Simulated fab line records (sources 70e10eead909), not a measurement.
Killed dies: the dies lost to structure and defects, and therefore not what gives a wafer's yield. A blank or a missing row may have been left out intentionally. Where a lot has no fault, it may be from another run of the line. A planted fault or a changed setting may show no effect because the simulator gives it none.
Chamber matching    flow nand_harc    4 sister chambers for NHARC_P_CONTACT_ETCH_35 on rie_diel-02
The step etches the open film in CF4, target depth 39 nm, time 65 s. 14 wafers are shown with their chamber, then 7 later ones without.

## EACH WAFER AND ITS CHAMBER
wafer   chamber  oes_product_au (a.u.)  rf_vpp_V (V)  throttle_valve_pct (%)
L075.1  0        0.996                  149.9         13.277
L075.3  2        1.013                  149.9         13.289
L075.5  0        1.000                  152.5         13.290
L079.1  2        1.007                  150.1         13.278
L079.3  3        1.007                  150.9         13.269
L079.5  2        1.000                  150.1         13.277
L081.2  0        0.985                  151.6         13.286
L081.4  1        0.991                  151.0         13.282
L081.5  0        0.991                  150.9         13.292
L086.1  0        1.000                  150.7         13.285
L086.2  3        1.004                  148.9         13.286
L086.5  3        0.992                  150.6         13.273
L087.1  0        0.999                  151.2         13.278
L087.2  3        1.011                  150.2         13.280

SIGNATURES (averages over the wafers above)
reading             chamber 0  chamber 1  chamber 2  chamber 3  scatter within a chamber
oes_product_au      0.99517    0.99100    1.00667    1.00350    0.00684
rf_vpp_V            151.133    151.000    150.033    150.150    0.788
throttle_valve_pct  13.28467   13.28200   13.28133   13.27700   0.00668
Rule: a wafer lies at a distance from a chamber equal to the root of the sum of squares, over the readings, of (its reading less the chamber's mean, divided by the reading's scatter). If the next closest chamber is less than 2 further off than the closest, the wafer can't be placed; otherwise it belongs to the closest. How the scatter is found: for the shown wafers, subtract from each reading the mean of its chamber, square and add these, divide the total by (wafers less chambers), then take the root.

## WAFERS WITHOUT THEIR CHAMBER
wafer   oes_product_au (a.u.)  rf_vpp_V (V)  throttle_valve_pct (%)
L087.6  0.998                  151.3         13.283
L089.2  0.983                  148.3         13.286
L089.4  1.007                  150.8         13.271
L089.6  0.986                  150.8         13.282
L095.1  0.994                  148.9         13.294
L095.2  0.987                  149.4         13.301
L095.6  0.988                  150.6         13.283

## WHICH CHAMBER EACH ONE RAN IN
wafer   from the rows above                in truth
L087.6  can't be placed: 0 or 1 or 3 or 2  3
L089.2  can't be placed: 1 or 0 or 3 or 2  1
L089.4  can't be placed: 3 or 2 or 0 or 1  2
L089.6  can't be placed: 1 or 0            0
L095.1  can't be placed: 2 or 0 or 1 or 3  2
L095.2  can't be placed: 0 or 1 or 2 or 3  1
L095.6  can't be placed: 1 or 0 or 3       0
0 of 7 placed correctly. Unplaceable from these rows: 7, with the true chamber sitting among the candidates in 7. Number placed wrongly: 0.
